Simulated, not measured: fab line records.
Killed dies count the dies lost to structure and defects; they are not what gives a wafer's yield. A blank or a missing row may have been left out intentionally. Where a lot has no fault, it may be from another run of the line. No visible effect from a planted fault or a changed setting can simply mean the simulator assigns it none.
Matching of chambers / flow nand-harc / NHARC_A_M0_DESCUM_14 on rie-diel-05: 4 sister chambers
The step chemistry O2, time 3 s. 4 wafers are shown with their chamber, then 8 later ones without.

WAFERS WITH THEIR CHAMBER
wafer=L078.3; chamber=0; showerhead-plenum-p-Torr (Torr)=1.85
wafer=L088.3; chamber=2; showerhead-plenum-p-Torr (Torr)=1.91
wafer=L088.4; chamber=1; showerhead-plenum-p-Torr (Torr)=1.79
wafer=L091.2; chamber=3; showerhead-plenum-p-Torr (Torr)=2.05

WAFERS WITHOUT THEIR CHAMBER
wafer=L091.4; showerhead-plenum-p-Torr (Torr)=1.85
wafer=L091.6; showerhead-plenum-p-Torr (Torr)=2.05
wafer=L093.2; showerhead-plenum-p-Torr (Torr)=1.80
wafer=L093.3; showerhead-plenum-p-Torr (Torr)=1.91
wafer=L093.4; showerhead-plenum-p-Torr (Torr)=2.05
wafer=L094.4; showerhead-plenum-p-Torr (Torr)=1.85
wafer=L094.5; showerhead-plenum-p-Torr (Torr)=1.85
wafer=L094.6; showerhead-plenum-p-Torr (Torr)=1.79

WHICH CHAMBER EACH ONE RAN IN
wafer=L091.4; from the rows above=0; in truth=0
wafer=L091.6; from the rows above=3; in truth=3
wafer=L093.2; from the rows above=1; in truth=1
wafer=L093.3; from the rows above=2; in truth=2
wafer=L093.4; from the rows above=3; in truth=3
wafer=L094.4; from the rows above=0; in truth=0
wafer=L094.5; from the rows above=0; in truth=0
wafer=L094.6; from the rows above=1; in truth=1
Placed correctly: 8 of 8. Number that these rows cannot place: 0. 0 placed wrongly.
How it was worked out, from the rows above alone: a wafer's distance from a chamber is the root of the sum, over the readings, of the square of ((its reading less the chamber's mean) divided by the reading's scatter). If the next closest chamber is less than 2 further off than the closest, the wafer can't be placed; otherwise it belongs to the closest. For every chamber, the mean is computed from those of its wafers that are shown. The scatter: root of mean squared gap, hidden wafer to nearest shown wafer, with one shown wafer a chamber.
